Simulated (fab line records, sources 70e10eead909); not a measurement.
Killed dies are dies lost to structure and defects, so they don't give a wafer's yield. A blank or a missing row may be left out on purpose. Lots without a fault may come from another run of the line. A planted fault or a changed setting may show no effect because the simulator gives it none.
Chamber matching | flow nand_harc | NHARC_A_M1_PRE_CLEAN_32 on pecvd-04: 3 sister chambers
The step time 12 s. 3 wafers are shown with their chamber, then 11 later ones without.

WAFERS WITH THEIR CHAMBER
wafer  | chamber | heater_power_w (W)
L094.1 | 0       | 593
L094.3 | 1       | 617
L094.4 | 2       | 677

WAFERS WITHOUT THEIR CHAMBER
wafer  | heater_power_w (W)
L094.5 | 596
L094.6 | 604
L095.1 | 644
L095.2 | 645
L095.3 | 741
L093.2 | 600
L093.4 | 681
L093.6 | 608
L097.1 | 609
L097.4 | 635
L097.5 | 621

WHICH CHAMBER EACH WENT THROUGH
wafer  | from the rows above          | in truth
L094.5 | can't be placed: 0 or 1      | 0
L094.6 | can't be placed: 0 or 1      | 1
L095.1 | can't be placed: 1 or 2 or 0 | 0
L095.2 | can't be placed: 1 or 2 or 0 | 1
L095.3 | 2                            | 2
L093.2 | can't be placed: 0 or 1      | 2
L093.4 | 2                            | 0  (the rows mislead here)
L093.6 | can't be placed: 1 or 0      | 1
L097.1 | can't be placed: 1 or 0      | 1
L097.4 | can't be placed: 1 or 0 or 2 | 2
L097.5 | can't be placed: 1 or 0      | 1
Placed correctly: 1 of 11. Can't be placed from these rows: 9 (the true chamber is among the candidates in 8). Placed wrongly: 1.
How it was worked out, from the rows above alone: a wafer's distance from a chamber is the root of the sum, over the readings, of the square of ((its reading less the chamber's mean) divided by the reading's scatter). The wafer belongs to the nearest chamber; if the next one is less than 2 further off, it can't be placed. A chamber's mean is the mean of its shown wafers. The scatter: with one shown wafer a chamber, the root of the mean of the squares of how far each hidden wafer lies from its nearest shown one.
